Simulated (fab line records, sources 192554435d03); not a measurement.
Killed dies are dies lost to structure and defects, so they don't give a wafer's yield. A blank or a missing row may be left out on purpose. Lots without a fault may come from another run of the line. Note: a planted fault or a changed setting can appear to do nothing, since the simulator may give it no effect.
fab line records -- flow n5_finfet
record lots=7, wafers=21
route steps=1938 shown ILD0@338 HKMG_FIN@392 MOL_CONTACT_COAG@563 BEOL_M0_SAQP@676
start_h: hours from the record's first day to the start of the lot's first wafer shown -- wait_h: hours elapsed since this lot's preceding step -- " repeats the value in the row above -- L1.1+2: a single row standing in for several wafers -- - either no value or no given start -- * or withheld: withheld -- < > ~ a bound
route shown NAME@n: names a module that has steps shown in the file, with the first one's number in the route -- usual: mean/standard deviation of fault-free wafers -- same: alike in all rows -- chamber/n: place in a boat -- sites: the reading at each site -- _std_site: how widely they spread, as a standard deviation -- _edge_site: inner sites' mean taken away from outer sites' mean -- radius_mm: how far each site lies from the wafer's centre -- mask NAME#n: copy n -- behind: the most recent tool/chamber to have shaped the wafer -- hold: reason for holding the lot/hours on hold/outcome of the hold -- device: names the non-switching transistor (n, p or np) -- end of line: the route-end tests of the same wafers -- a step without rows: its recipe alone -- killed: the dies lost at the first sort to structure and to defects; this is not the yield of the wafer -- map: per-die view of a wafer (x killed, . not killed, _ where there is no die)
set.NAME: the run value of the setting; set.NAME@STEP: its run value at that earlier step -- model.NAME: the simulator's own value behind a step, which no gauge read
one table per step and one row per wafer, for lots whose settings were changed on purpose
## steps
# step N5_ILD0_CMP_03
# recipe stop_on=SiNx, t_overpolish_s=1.9, post_cmp_clean=alkaline_brush, down_force_psi=4.1491, platen_rpm=51.796, pad_velocity_m_s=1.0306, target_thk_nm=197.38
# usual time_to_endpoint_s=70/3.6
lot.wafer,tool,chamber,start_h,wait_h,set.down_force_psi,time_to_endpoint_s
L074.3,cmp-03,0,60.87,0.0,4.1491,68
L074.4,cmp-03,3,60.87,0.0,4.1491,67
L074.6,cmp-03,1,60.87,0.0,4.1491,67
L078.4,cmp-01,1,85.72,0.0,4.715,68
L078.2,cmp-01,2,85.72,0.0,4.1491,75
L078.1,cmp-01,3,85.72,0.0,4.1491,72
L083.4,cmp-01,3,116.98,0.1,3.232,93
L083.5,cmp-01,1,116.98,0.1,3.232,96
L083.6,cmp-01,2,116.98,0.1,3.232,97
L087.2,cmp-03,3,142.13,0.0,4.1491,70
L087.3,cmp-03,0,142.13,0.0,4.1491,72
L087.6,cmp-03,3,142.13,0.0,4.1491,71
L089.2,cmp-03,1,157.90,0.2,4.1491,66
L089.4,cmp-03,2,157.90,0.2,4.1491,66
L089.3,cmp-03,3,157.90,0.2,4.1491,64
L091.4,cmp-02,2,166.55,0.0,4.1491,66
L091.2,cmp-02,3,166.55,0.0,4.1491,65
L091.3,cmp-02,0,166.55,0.0,4.1491,65
L096.1,cmp-01,0,195.48,0.1,4.1491,77
L096.4,cmp-01,1,195.48,0.1,4.1491,78
L096.6,cmp-01,3,195.48,0.1,3.514,87
# step N5_HKMG_FIN_COAT_43
# recipe resist=CAR-ArF, spin_rpm=1500, resist_thk_nm=90
lot.wafer,tool,chamber,start_h,wait_h,set.spin_rpm,model.CAR-ArF_of_HKMG_FIN_COAT_43.thk_nm
L074.3+6,litho_track-03,0,-,-,1500,90.2
L074.4,litho_track-03,0,-,-,1653,86
L078.1,litho_track-04,0,-,-,1586,87.6
L078.2,litho_track-04,0,-,-,1500,90.2
L078.4,litho_track-04,0,-,-,1586,87.8
L083.4,litho_track-03,0,-,-,1500,90.6
L083.5,litho_track-03,0,-,-,1449,92
L083.6,litho_track-03,0,-,-,1500,90.2
L087.2+3,litho_track-03,0,-,-,1500,89.8
L087.6,litho_track-03,0,-,-,1500,90
L089.2+3,litho_track-02,0,-,-,1500,90
L089.4,litho_track-02,0,-,-,1500,89.8
L091.2+4,litho_track-04,0,-,-,1558,87.8
L091.3,litho_track-04,0,-,-,1500,89.6
L096.1+4,litho_track-02,0,-,-,1568,88.2
L096.6,litho_track-02,0,-,-,1500,89.6
# step N5_HKMG_FIN_EBR_45
# recipe solvent=PGMEA, ebr_width_mm=1.5
# step N5_HKMG_FIN_SOFTBAKE_44
# recipe temp_c=110, time_s=60, resist=CAR-ArF
# step N5_HKMG_FIN_DESCUM_53
# recipe chemistry=O2, time_s=7.9, source_power_w=50, bias_power_w=20, pressure_mtorr=20, rf_frequency_hz=2.712e+07, temp_c=40, resist=CAR-ArF, o2_flow_sccm=225
lot.wafer,tool,chamber,start_h,wait_h,set.spin_rpm@HKMG_FIN_COAT_43,model.CAR-ArF_of_HKMG_FIN_COAT_43.thk_nm
L074.3+6,rie_diel-06,"2,0",70.83,0.0,1500,83.6
L074.4,rie_diel-06,3,70.83,0.0,1653,79.4
L078.1,rie_diel-06,1,96.66,0.0,1586,81
L078.2,rie_diel-06,3,96.66,0.0,1500,83.6
L078.4,rie_diel-06,0,96.66,0.0,1586,81.2
L083.4,rie_diel-03,1,127.37,0.0,1500,84
L083.5,rie_diel-03,2,127.37,0.0,1449,85.6
L083.6,rie_diel-03,1,127.37,0.0,1500,83.6
L087.2,rie_diel-03,0,152.20,0.0,1500,83.2
L087.3+6,rie_diel-03,"2,3",152.20,0.0,1500,83.4
L089.2+3+4,rie_diel-03,"0,1,1",168.15,0.0,1500,83.4
L091.2+4,rie_diel-01,"0,3",177.13,0.2,1558,81.2
L091.3,rie_diel-01,3,177.13,0.2,1500,83
L096.1,rie_diel-01,0,205.86,0.1,1568,81.4
L096.4,rie_diel-01,3,205.86,0.1,1568,81.6
L096.6,rie_diel-01,1,205.86,0.1,1500,83
# step N5_MOL_CONTACT_COAG_PECVD_31
# recipe material=SiO2, target_thk_a=460, temp_c=400, precursor=TEOS/O2, pressure_torr=6.5, rf_w=withheld, teos_flow_sccm=withheld, gas=O2, flow_sccm=2650, time_s=8.9
lot.wafer,tool,chamber,start_h,wait_h,set.temp_c,model.SiO2_of_MOL_CONTACT_COAG_PECVD_31.thk_nm
L074.3,pecvd-04,2,102.14,0.3,400,46.4
L074.4,pecvd-04,2,102.14,0.3,400,47.2
L074.6,pecvd-04,1,102.14,0.3,400,47
L078.1,pecvd-02,0,120.97,0.3,400,45.2
L078.2,pecvd-02,2,120.97,0.3,400,45.4
L078.4,pecvd-02,0,120.97,0.3,400,46.4
L083.4,pecvd-04,1,156.27,0.3,400,47.4
L083.5,pecvd-04,2,156.27,0.3,400,46.8
L083.6,pecvd-04,0,156.27,0.3,400,46.4
L087.2,pecvd-03,1,176.60,0.3,400,45.2
L087.3,pecvd-03,2,176.60,0.3,400,45.6
L087.6,pecvd-03,0,176.60,0.3,400,47
L089.2,pecvd-02,0,194.31,0.3,400,45.2
L089.3,pecvd-02,2,194.31,0.3,400,44.8
L089.4,pecvd-02,2,194.31,0.3,400,45.6
L091.2,pecvd-03,0,202.53,0.3,400,46
L091.3,pecvd-03,2,202.53,0.3,413.5,42
L091.4,pecvd-03,2,202.53,0.3,400,46.4
L096.1,pecvd-04,1,233.32,0.3,393.2,47.6
L096.4,pecvd-04,2,233.32,0.3,400,46.4
L096.6,pecvd-04,1,233.32,0.3,393.2,48.6
# step N5_MOL_CONTACT_COAG_COAT_76
# recipe resist=SiARC, temp_c=220, time_s=60, spin_rpm=1500, resist_thk_nm=10
lot.wafer,tool,chamber,start_h,wait_h,set.spin_rpm,model.SiARC_of_MOL_CONTACT_COAG_COAT_76.thk_nm
L074.3+4+6,litho_track-03,0,-,-,1500,10
L078.1+2,litho_track-05,0,-,-,1408,10.4
L078.4,litho_track-05,0,-,-,1500,10
L083.4+5+6,litho_track-02,0,-,-,1500,10
L087.2+3+6,litho_track-02,0,-,-,1500,10
L089.2+3,litho_track-05,0,-,-,1384,10.4
L089.4,litho_track-05,0,-,-,1500,10
L091.2+3+4,litho_track-03,0,-,-,1500,10
L096.1+4,litho_track-02,0,-,-,1500,10
L096.6,litho_track-02,0,-,-,1560,9.8
# step N5_MOL_CONTACT_COAG_COAT_77
# recipe resist=underlayer, temp_c=205, time_s=60, spin_rpm=1500, resist_thk_nm=10
# step N5_MOL_CONTACT_COAG_COAT_78
# recipe resist=CAR-EUV, spin_rpm=1500, resist_thk_nm=40
# step N5_MOL_CONTACT_COAG_DESCUM_88
# recipe chemistry=O2, time_s=7, source_power_w=50, bias_power_w=20, pressure_mtorr=20, rf_frequency_hz=2.712e+07, temp_c=40, resist=CAR-EUV, o2_flow_sccm=225
# step N5_MOL_CONTACT_COAG_ETCH_89
# recipe chemistry=N2/H2, target=underlayer, target_depth_a=130, mask_material=CAR-EUV, time_s=10.4, ion_energy_ev=200, pressure_mtorr=30, source_w=840, bias_w=150, n2_flow_sccm=200, h2_flow_sccm=200, ends=cleared
# step N5_MOL_CONTACT_COAG_ETCH_90
# recipe chemistry=CF4, target=SiARC, target_depth_a=130, mask_material=CAR-EUV, time_s=21.7, ion_energy_ev=80, pressure_mtorr=40, source_w=545, bias_w=36, Ar_flow_sccm=100, cf4_flow_sccm=100, ends=cleared
lot.wafer,tool,chamber,start_h,wait_h,set.spin_rpm@MOL_CONTACT_COAG_COAT_76,model.etch.depth_nm
L074.3+6,rie_diel-06,"1,2",102.66,0.0,1500,10.04
L074.4,rie_diel-06,2,102.66,0.0,1500,10.03
L078.1,rie_diel-01,3,121.63,0.0,1408,10.33
L078.2,rie_diel-01,2,121.63,0.0,1408,10.34
L078.4,rie_diel-01,1,121.63,0.0,1500,10.02
L083.4+5,rie_diel-06,"0,3",156.92,0.0,1500,9.991
L083.6,rie_diel-06,2,156.92,0.0,1500,9.96
L087.2,rie_diel-03,1,177.29,0.0,1500,9.985
L087.3,rie_diel-03,3,177.29,0.0,1500,10.02
L087.6,rie_diel-03,0,177.29,0.0,1500,10.01
L089.2,rie_diel-06,3,195.20,0.0,1384,10.42
L089.3,rie_diel-06,1,195.20,0.0,1384,10.43
L089.4,rie_diel-06,0,195.20,0.0,1500,10
L091.2,rie_diel-03,0,203.20,0.0,1500,10.03
L091.3+4,rie_diel-03,3,203.20,0.0,1500,10.01
L096.1,rie_diel-01,1,233.83,0.0,1500,10.01
L096.4,rie_diel-01,0,233.83,0.0,1500,10.03
L096.6,rie_diel-01,1,233.83,0.0,1560,9.856
# step N5_MOL_CONTACT_COAG_ALD_131
# recipe material=SiO2, target_thk_a=50, temp_c=100, ald_precursor_family=BDEAS, ald_co_reactant=O2-plasma, pulse_time_s=1, co_reactant_pulse_time_s=1, purge_time_s=2, co_reactant_purge_time_s=2, ald_cycles=35, pressure_torr=2
# step N5_MOL_CONTACT_COAG_ETCHBACK_132
# recipe chemistry=CHF3, target=SiO2, target_depth_a=100, time_s=6.7, ion_energy_ev=200, pressure_mtorr=30, source_w=610, bias_w=170, Ar_flow_sccm=200, CHF3_flow_sccm=50
# step N5_MOL_CONTACT_COAG_ETCHBACK_135
# recipe chemistry=CHF3, target=SiO2, target_depth_a=250, time_s=16.7, ion_energy_ev=200, pressure_mtorr=30, source_w=610, bias_w=170, Ar_flow_sccm=200, CHF3_flow_sccm=50
# step N5_MOL_CONTACT_COAG_STRIP_118
# recipe chemistry=CHF3, resist=SiARC, rf_frequency_hz=6e+07
# step N5_MOL_CONTACT_COAG_VIA_ETCH_46
# recipe chemistry=C4F6/O2, target_depth_a=460, overetch_a=92, mask_material=SOC, target=SiO2, bias_w=455, pressure_mtorr=10, time_s=40, source_w=325, Ar_flow_sccm=300, C4F6_flow_sccm=10, O2_flow_sccm=10, ion_energy_ev=575.3, ends=end_point
lot.wafer,tool,chamber,start_h,wait_h,set.temp_c@MOL_CONTACT_COAG_PECVD_31,model.etch.depth_nm
L074.3,rie_diel-06,3,103.16,0.0,400,46.33
L074.4,rie_diel-06,1,103.16,0.0,400,47.22
L074.6,rie_diel-06,1,103.16,0.0,400,47.05
L078.1,rie_diel-03,0,122.10,0.0,400,45.15
L078.2,rie_diel-03,1,122.10,0.0,400,45.33
L078.4,rie_diel-03,3,122.10,0.0,400,46.48
L083.4,rie_diel-06,2,157.40,0.0,400,47.49
L083.5,rie_diel-06,3,157.40,0.0,400,46.87
L083.6,rie_diel-06,0,157.40,0.0,400,46.38
L087.2,rie_diel-03,0,177.73,0.0,400,45.29
L087.3,rie_diel-03,3,177.73,0.0,400,45.55
L087.6,rie_diel-03,1,177.73,0.0,400,46.97
L089.2,rie_diel-06,2,195.68,0.0,400,45.15
L089.3,rie_diel-06,0,195.68,0.0,400,44.81
L089.4,rie_diel-06,1,195.68,0.0,400,45.61
L091.2,rie_diel-03,3,203.63,0.0,400,46.04
L091.3,rie_diel-03,1,203.63,0.0,413.5,41.92
L091.4,rie_diel-03,1,203.63,0.0,400,46.44
L096.1,rie_diel-01,0,234.25,0.0,393.2,47.63
L096.4,rie_diel-01,2,234.25,0.0,400,46.34
L096.6,rie_diel-01,1,234.25,0.0,393.2,48.62
# step N5_BEOL_M0_SAQP_SPACER2_ALD_26
# recipe material=SiO2, target_thk_a=150, temp_c=300, ald_precursor_family=BDEAS, ald_co_reactant=O2-plasma, pulse_time_s=1, purge_time_s=2, co_reactant_purge_time_s=2, pressure_torr=2
lot.wafer,tool,chamber,start_h,wait_h,set.target_thk_a,model.SiO2_of_BEOL_M0_SAQP_SPACER2_ALD_26.thk_nm
L074.3,ald_sin-02,0,150.93,0.6,150,14.8
L074.4+6,ald_sin-02,"2,3",150.93,0.6,150,15
L078.1+2+4,ald_sin-01,"1,3,0",152.34,1.0,150,15
L083.4+6,ald_sin-04,"2,3",169.10,1.2,150,15
L083.5,ald_sin-04,0,169.10,1.2,165,16.4
L087.2+6,ald_sin-02,"1,2",190.79,0.1,150,15
L087.3,ald_sin-02,3,190.79,0.1,150,15.2
L089.2+3+4,ald_sin-01,"1,3,2",207.06,0.1,150,15
L091.2,ald_sin-04,2,215.39,0.3,157.3,15.8
L091.3+4,ald_sin-04,"0,3",215.39,0.3,150,15
L096.1,ald_sin-02,3,244.01,0.1,150,15
L096.4,ald_sin-02,1,244.01,0.1,166.7,16.6
L096.6,ald_sin-02,3,244.01,0.1,166.7,16.8
# step N5_BEOL_M0_SAQP_SPACER2_ETCHBACK_27
# recipe chemistry=CHF3/O2, mode=anisotropic_etchback, target=SiO2, target_depth_a=225, time_s=11.25, pressure_mtorr=30, source_w=650, bias_w=170, Ar_flow_sccm=200, CHF3_flow_sccm=50, O2_flow_sccm=5, ion_energy_ev=200
# step N5_BEOL_M0_SAQP_MANDREL2_REMOVE_110
# recipe chemistry=HBr/Cl2/O2, bt_time_s=10, target=a-Si, stop_on=SiCN, endpoint=OES-SiCl, over_etch_frac=1, icp_w=600, bias_w=30, HBr_flow_sccm=150, Cl2_flow_sccm=80, O2_flow_sccm=5, pressure_mtorr=10
lot.wafer,tool,chamber,start_h,wait_h,set.target_thk_a@BEOL_M0_SAQP_SPACER2_ALD_26,model.BEOL_M0_SAQP.cd_nm,model.SiO2_of_BEOL_M0_SAQP_SPACER2_ALD_26.thk_nm
L074.3,rie_si-01,3,151.57,0.1,150,14.8,10.4
L074.4,rie_si-01,2,151.57,0.1,150,15,10.6
L074.6,rie_si-01,1,151.57,0.1,150,15.2,10.6
L078.1,rie_si-01,1,153.05,0.1,150,15.2,10.6
L078.2+4,rie_si-01,"2,3",153.05,0.1,150,15,10.6
L083.4,rie_si-02,0,169.61,0.1,150,15,10.6
L083.5,rie_si-02,2,169.61,0.1,165,16.4,12
L083.6,rie_si-02,1,169.61,0.1,150,14.8,10.6
L087.2,rie_si-01,3,191.43,0.1,150,15,10.6
L087.3,rie_si-01,0,191.43,0.1,150,15.2,10.8
L087.6,rie_si-01,3,191.43,0.1,150,14.8,10.6
L089.2+4,rie_si-06,"3,1",207.70,0.1,150,15,10.6
L089.3,rie_si-06,0,207.70,0.1,150,15.2,10.6
L091.2,rie_si-01,2,216.03,0.1,157.3,15.6,11.4
L091.3,rie_si-01,1,216.03,0.1,150,15.2,10.6
L091.4,rie_si-01,3,216.03,0.1,150,14.8,10.6
L096.1,rie_si-06,0,244.65,0.1,150,15.2,10.6
L096.4,rie_si-06,1,244.65,0.1,166.7,16.6,12.2
L096.6,rie_si-06,0,244.65,0.1,166.7,16.8,12.2
# step N5_BEOL_M0_SAQP_CD_MEAS_29
# recipe target_cd_nm=14.4, landing_energy_ev=1000, detector=se_inlens
# usual cd_nm=15.03/0.22
lot.wafer,tool,chamber,start_h,wait_h,set.target_thk_a@BEOL_M0_SAQP_SPACER2_ALD_26,cd_nm
L074.3,cd_sem-03,0,151.68,0.1,150,14.98
L074.4,cd_sem-03,0,151.68,0.1,150,14.55
L074.6,cd_sem-03,0,151.68,0.1,150,14.98
L078.1,cd_sem-02,0,153.16,0.1,150,15.10
L078.2,cd_sem-02,0,153.16,0.1,150,15.17
L078.4,cd_sem-02,0,153.16,0.1,150,15.39
L083.4,cd_sem-02,0,169.73,0.1,150,15.44
L083.5,cd_sem-02,0,169.73,0.1,165,16.18
L083.6,cd_sem-02,0,169.73,0.1,150,14.80
L087.2,cd_sem-02,0,191.54,0.1,150,14.75
L087.3,cd_sem-02,0,191.54,0.1,150,15.28
L087.6,cd_sem-02,0,191.54,0.1,150,14.98
L089.2,cd_sem-01,0,207.81,0.1,150,15.16
L089.3,cd_sem-01,0,207.81,0.1,150,14.84
L089.4,cd_sem-01,0,207.81,0.1,150,15.21
L091.2,cd_sem-01,0,216.14,0.1,157.3,15.41
L091.3,cd_sem-01,0,216.14,0.1,150,15.00
L091.4,cd_sem-01,0,216.14,0.1,150,14.90
L096.1,cd_sem-01,0,244.76,0.1,150,15.39
L096.4,cd_sem-01,0,244.76,0.1,166.7,16.66
L096.6,cd_sem-01,0,244.76,0.1,166.7,16.97
# step N5_BEOL_M0_SAQP_EXPOSE_37
# recipe mask_id=M0_CUT1, na=0.33, source_shape=annular, sigma_inner=0.35, sigma_outer=0.8, polarization=unpolarized, target_cd_nm=30, dose_mj=44.75
lot.wafer,tool,chamber,start_h,wait_h,mask,set.dose_mj
L074.3,euv_scanner-02,0,151.87,-,M0_CUT1#0,41.74
L074.4+6,euv_scanner-02,0,151.87,-,M0_CUT1#0,44.75
L078.1+4,euv_scanner-01,0,153.56,-,M0_CUT1#0,44.75
L078.2,euv_scanner-01,0,153.56,-,M0_CUT1#0,42.54
L083.4+5+6,euv_scanner-02,0,170.09,-,M0_CUT1#0,44.75
L087.2+3+6,euv_scanner-02,0,191.84,-,M0_CUT1#0,44.75
L089.2,euv_scanner-02,0,208.59,-,M0_CUT1#0,44.75
L089.3+4,euv_scanner-02,0,208.59,-,M0_CUT1#0,43.12
L091.2+4,euv_scanner-01,0,216.44,-,M0_CUT1#0,44.75
L091.3,euv_scanner-01,0,216.44,-,M0_CUT1#0,41.85
L096.1+4+6,euv_scanner-01,0,245.06,-,M0_CUT1#0,44.75
# step N5_BEOL_M0_SAQP_PEB_38
# recipe peb_temp_c=100, peb_time_s=60, resist=CAR-EUV
# step N5_BEOL_M0_SAQP_DEVELOP_39
# recipe develop_time_s=30, developer=TMAH, resist=CAR-EUV, rinse_liquid=surfactant_rinse, dry=air_spin, dev_temp_c=23
# step N5_BEOL_M0_SAQP_CD_MEAS_40
# recipe target_cd_nm=30, landing_energy_ev=500, detector=se_inlens
# usual cd_nm=29.96/0.23
lot.wafer,tool,chamber,start_h,wait_h,set.dose_mj@BEOL_M0_SAQP_EXPOSE_37,cd_nm
L074.3,cd_sem-01,0,151.99,-,41.74,28.08
L074.4,cd_sem-01,0,151.99,-,44.75,29.64
L074.6,cd_sem-01,0,151.99,-,44.75,29.79
L078.1,cd_sem-02,0,153.70,-,44.75,29.71
L078.2,cd_sem-02,0,153.70,-,42.54,28.54
L078.4,cd_sem-02,0,153.70,-,44.75,29.56
L083.4,cd_sem-02,0,170.21,-,44.75,30.18
L083.5,cd_sem-02,0,170.21,-,44.75,30.14
L083.6,cd_sem-02,0,170.21,-,44.75,30.17
L087.2,cd_sem-03,0,191.97,-,44.75,30.05
L087.3,cd_sem-03,0,191.97,-,44.75,29.91
L087.6,cd_sem-03,0,191.97,-,44.75,29.83
L089.2,cd_sem-01,0,208.72,-,44.75,29.99
L089.3,cd_sem-01,0,208.72,-,43.12,29.21
L089.4,cd_sem-01,0,208.72,-,43.12,29.35
L091.2,cd_sem-03,0,216.57,-,44.75,29.93
L091.3,cd_sem-03,0,216.57,-,41.85,28.79
L091.4,cd_sem-03,0,216.57,-,44.75,29.78
L096.1,cd_sem-01,0,245.19,-,44.75,30.10
L096.4,cd_sem-01,0,245.19,-,44.75,30.00
L096.6,cd_sem-01,0,245.19,-,44.75,30.12
# step N5_BEOL_M0_SAQP_DESCUM_45
# recipe chemistry=O2, time_s=7, source_power_w=50, bias_power_w=20, pressure_mtorr=20, rf_frequency_hz=2.712e+07, temp_c=40, resist=CAR-EUV, o2_flow_sccm=225
lot.wafer,tool,chamber,start_h,wait_h,set.dose_mj@BEOL_M0_SAQP_EXPOSE_37,model.BEOL_M0_SAQP.cd_nm
L074.3,rie_diel-02,3,152.11,0.0,41.74,28.6
L074.4,rie_diel-02,2,152.11,0.0,44.75,30.2
L074.6,rie_diel-02,3,152.11,0.0,44.75,30
L078.1,rie_diel-02,1,154.06,0.3,44.75,29.6
L078.2,rie_diel-02,0,154.06,0.3,42.54,28.6
L078.4,rie_diel-02,3,154.06,0.3,44.75,29.8
L083.4+5,rie_diel-05,"1,3",170.33,0.0,44.75,30.2
L083.6,rie_diel-05,2,170.33,0.0,44.75,30
L087.2+3,rie_diel-04,"1,0",192.37,0.3,44.75,29.8
L087.6,rie_diel-04,0,192.37,0.3,44.75,30
L089.2,rie_diel-04,3,208.84,0.0,44.75,30
L089.3+4,rie_diel-04,1,208.84,0.0,43.12,29.2
L091.2+4,rie_diel-05,"1,0",216.69,0.0,44.75,29.8
L091.3,rie_diel-05,2,216.69,0.0,41.85,28.6
L096.1,rie_diel-05,1,245.31,0.0,44.75,30
L096.4+6,rie_diel-05,0,245.31,0.0,44.75,29.8
# step N5_BEOL_M0_SAQP_ETCH_88
# recipe chemistry=N2/H2, target=underlayer, target_depth_a=65, time_s=5.2, ion_energy_ev=200, mask_material=CAR-EUV, pressure_mtorr=30, source_w=840, bias_w=150, n2_flow_sccm=200, h2_flow_sccm=200, ends=cleared
# step N5_BEOL_M0_SAQP_ETCH_73
# recipe chemistry=CF4, target=SiARC, target_depth_a=195, mask_material=CAR-EUV, time_s=32.5, ion_energy_ev=80, pressure_mtorr=40, source_w=545, bias_w=36, Ar_flow_sccm=100, cf4_flow_sccm=100, ends=cleared
# step N5_BEOL_M0_SAQP_CUT_ETCH_46
# recipe chemistry=N2/H2, target=SOC, target_depth_a=1350, overetch_a=270, temp_c=40, time_s=202.5, ion_energy_ev=200, mask_material=SiARC, pressure_mtorr=30, source_w=840, bias_w=150, n2_flow_sccm=200, h2_flow_sccm=200
lot.wafer,tool,chamber,start_h,wait_h,set.dose_mj@BEOL_M0_SAQP_EXPOSE_37,model.BEOL_M0_SAQP.cd_nm
L074.3,rie_diel-02,3,152.19,0.0,41.74,28.2
L074.4+6,rie_diel-02,"2,3",152.19,0.0,44.75,29.8
L078.1,rie_diel-02,1,154.14,0.0,44.75,30.2
L078.2,rie_diel-02,0,154.14,0.0,42.54,28.8
L078.4,rie_diel-02,3,154.14,0.0,44.75,29.8
L083.4,rie_diel-05,1,170.42,0.0,44.75,29.8
L083.5,rie_diel-05,3,170.42,0.0,44.75,30
L083.6,rie_diel-05,2,170.42,0.0,44.75,30.4
L087.2,rie_diel-04,1,192.46,0.0,44.75,30.2
L087.3+6,rie_diel-04,0,192.46,0.0,44.75,29.6
L089.2,rie_diel-04,3,208.92,0.0,44.75,29.6
L089.3,rie_diel-04,1,208.92,0.0,43.12,29
L089.4,rie_diel-04,1,208.92,0.0,43.12,29.2
L091.2,rie_diel-05,1,216.78,0.0,44.75,29.4
L091.3,rie_diel-05,2,216.78,0.0,41.85,28.6
L091.4,rie_diel-05,0,216.78,0.0,44.75,29.8
L096.1+6,rie_diel-05,"1,0",245.40,0.0,44.75,29.6
L096.4,rie_diel-05,0,245.40,0.0,44.75,29.8
# step N5_BEOL_M0_SAQP_STRIP_74
# recipe chemistry=N2/H2, temp_c=40, n2_flow_sccm=200, h2_flow_sccm=200, rf_frequency_hz=6e+07
# step N5_BEOL_M0_SAQP_STRIP_89
# recipe chemistry=N2/H2, temp_c=40, n2_flow_sccm=200, h2_flow_sccm=200, rf_frequency_hz=6e+07
# step N5_BEOL_M0_SAQP_ALD_48
# recipe material=SiO2, target_thk_a=200, temp_c=100, ald_precursor_family=BDEAS, ald_co_reactant=O2-plasma, pulse_time_s=1, co_reactant_pulse_time_s=1, purge_time_s=2, co_reactant_purge_time_s=2, ald_cycles=139, pressure_torr=2
# step N5_BEOL_M0_SAQP_ETCH_49
# recipe chemistry=CF4/O2, target_depth_a=370, target=SiO2, pressure_mtorr=40, source_w=535, bias_w=49, Ar_flow_sccm=100, cf4_flow_sccm=100, O2_flow_sccm=10, ion_energy_ev=100
lot.wafer,tool,chamber,start_h,wait_h,set.dose_mj@BEOL_M0_SAQP_EXPOSE_37,model.BEOL_M0_SAQP.cd_nm
L074.3,rie_diel-02,1,153.07,0.3,41.74,28.2
L074.4+6,rie_diel-02,0,153.07,0.3,44.75,29.8
L078.1,rie_diel-05,0,155.25,0.4,44.75,30
L078.2,rie_diel-05,2,155.25,0.4,42.54,28.8
L078.4,rie_diel-05,1,155.25,0.4,44.75,29.8
L083.4,rie_diel-05,1,171.14,0.3,44.75,29.8
L083.5+6,rie_diel-05,"3,0",171.14,0.3,44.75,30.2
L087.2,rie_diel-02,1,193.41,0.3,44.75,30.2
L087.3+6,rie_diel-02,2,193.41,0.3,44.75,29.6
L089.2,rie_diel-02,1,209.65,0.3,44.75,29.4
L089.3,rie_diel-02,3,209.65,0.3,43.12,29.2
L089.4,rie_diel-02,3,209.65,0.3,43.12,29.4
L091.2,rie_diel-05,2,217.50,0.3,44.75,29.4
L091.3,rie_diel-05,0,217.50,0.3,41.85,28.6
L091.4,rie_diel-05,1,217.50,0.3,44.75,29.8
L096.1+6,rie_diel-02,2,246.89,0.3,44.75,29.6
L096.4,rie_diel-02,3,246.89,0.3,44.75,29.8
## key
split step=N5_ILD0_CMP_03, setting=down_force_psi, stated=4.1491, by=wafer
response step=N5_ILD0_CMP_03, reading=time_to_endpoint_s, change=*, per=1%, r=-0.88
split step=N5_HKMG_FIN_COAT_43, setting=spin_rpm, stated=1500, by=wafer
response step=N5_HKMG_FIN_COAT_43, reading=model.CAR-ArF_of_HKMG_FIN_COAT_43.thk_nm, change=-0.413, per=1%, r=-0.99
response step=N5_HKMG_FIN_DESCUM_53, reading=model.CAR-ArF_of_HKMG_FIN_COAT_43.thk_nm, change=-0.419, per=1%, r=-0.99
split step=N5_MOL_CONTACT_COAG_PECVD_31, setting=temp_c, stated=400, by=wafer
response step=N5_MOL_CONTACT_COAG_PECVD_31, reading=model.SiO2_of_MOL_CONTACT_COAG_PECVD_31.thk_nm, change=-1.19, per=1%, r=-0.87
response step=N5_MOL_CONTACT_COAG_VIA_ETCH_46, reading=model.etch.depth_nm, change=-1.23, per=1%, r=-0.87
split step=N5_MOL_CONTACT_COAG_COAT_76, setting=spin_rpm, stated=1500, by=wafer
response step=N5_MOL_CONTACT_COAG_COAT_76, reading=model.SiARC_of_MOL_CONTACT_COAG_COAT_76.thk_nm, change=-0.056, per=1%, r=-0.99
response step=N5_MOL_CONTACT_COAG_ETCH_90, reading=model.etch.depth_nm, change=-0.0519, per=1%, r=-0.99
split step=N5_BEOL_M0_SAQP_SPACER2_ALD_26, setting=target_thk_a, stated=150, by=wafer
response step=N5_BEOL_M0_SAQP_SPACER2_ALD_26, reading=model.SiO2_of_BEOL_M0_SAQP_SPACER2_ALD_26.thk_nm, change=+0.149, per=1%, r=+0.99
response step=N5_BEOL_M0_SAQP_MANDREL2_REMOVE_110, reading=model.BEOL_M0_SAQP.cd_nm, change=+0.14, per=1%, r=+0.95
response step=N5_BEOL_M0_SAQP_MANDREL2_REMOVE_110, reading=model.SiO2_of_BEOL_M0_SAQP_SPACER2_ALD_26.thk_nm, change=+0.144, per=1%, r=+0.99
response step=N5_BEOL_M0_SAQP_CD_MEAS_29, reading=cd_nm, change=+0.116, per=1%, r=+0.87
split step=N5_BEOL_M0_SAQP_EXPOSE_37, setting=dose_mj, stated=44.75, by=wafer
response step=N5_BEOL_M0_SAQP_CD_MEAS_40, reading=cd_nm, change=+0.207, per=1%, r=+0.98
response step=N5_BEOL_M0_SAQP_DESCUM_45, reading=model.BEOL_M0_SAQP.cd_nm, change=+0.21, per=1%, r=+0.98
response step=N5_BEOL_M0_SAQP_CUT_ETCH_46, reading=model.BEOL_M0_SAQP.cd_nm, change=+0.2, per=1%, r=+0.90
response step=N5_BEOL_M0_SAQP_ETCH_49, reading=model.BEOL_M0_SAQP.cd_nm, change=+0.184, per=1%, r=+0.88
